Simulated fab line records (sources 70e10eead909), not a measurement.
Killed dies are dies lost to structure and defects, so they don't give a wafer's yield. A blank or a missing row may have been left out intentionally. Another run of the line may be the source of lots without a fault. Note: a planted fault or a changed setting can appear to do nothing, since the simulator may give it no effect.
Which of the tools did it? ; flow nandHarc ; 6 lots with 18 wafers sampled at 2 steps, on a route of 1159 steps

## WHAT EACH GAUGE READ, for each wafer
NHARC_A_BONDPAD_CD_MEAS_09: the cd target is 500 nm.
lot;measured;on;cdNm (nm)
L368;day 18 16:27;cdSem-02;501.1 496.8 497.1
L370;day 19 07:31;cdSem-02;499.8 502.7 497.2
L374;day 20 09:17;cdSem-02;502.6 501.7 500.9
L383;day 22 08:36;cdSem-02;504.3 505.9 500.7
L386;day 23 07:59;cdSem-03;495.8 499.3 498.4
L389;day 24 00:04;cdSem-03;502.2 498.1 498.4

## TOOL THAT RAN EACH LOT (tool first, then ch and the chambers of the sampled wafers, then the start)
lot;NHARC_A_CONTACT_ETCH_112
L368;harCapEtch-03 ch 0,1, day 17 06:19
L370;harCapEtch-03 ch 0,1, day 17 22:03
L374;harCapEtch-03 ch 0,1, day 19 00:01
L383;harCapEtch-02 ch 0,1, day 20 13:58
L386;harCapEtch-03 ch 0,1, day 21 22:36
L389;harCapEtch-03 ch 0,1, day 22 14:17
- NHARC_A_CONTACT_ETCH_112: etches the open film in C4F8/O2/Ar, time 94 s, target depth 922 nm.

## THE ANSWER, worked out from the rows above alone
Rule: usual is defined by the lots themselves. The widest of any qualifying gaps counts: lots, ordered by their means at a reading, are off when they make up no more than a third of the lots, leave a main group of 4 or more, and stand apart from it by 3 or more times the standard deviation of that group's means. The tables above print the reading to a certain number of digits; a main group whose means all agree to those digits is not used. Also off: a lot with no number at a reading for which 4 or more lots have one. The other lots that the step has rows for count as sound.
No lot is off at any reading shown: from this, nothing can be told.

## WHAT THE SIMULATOR PUT IN
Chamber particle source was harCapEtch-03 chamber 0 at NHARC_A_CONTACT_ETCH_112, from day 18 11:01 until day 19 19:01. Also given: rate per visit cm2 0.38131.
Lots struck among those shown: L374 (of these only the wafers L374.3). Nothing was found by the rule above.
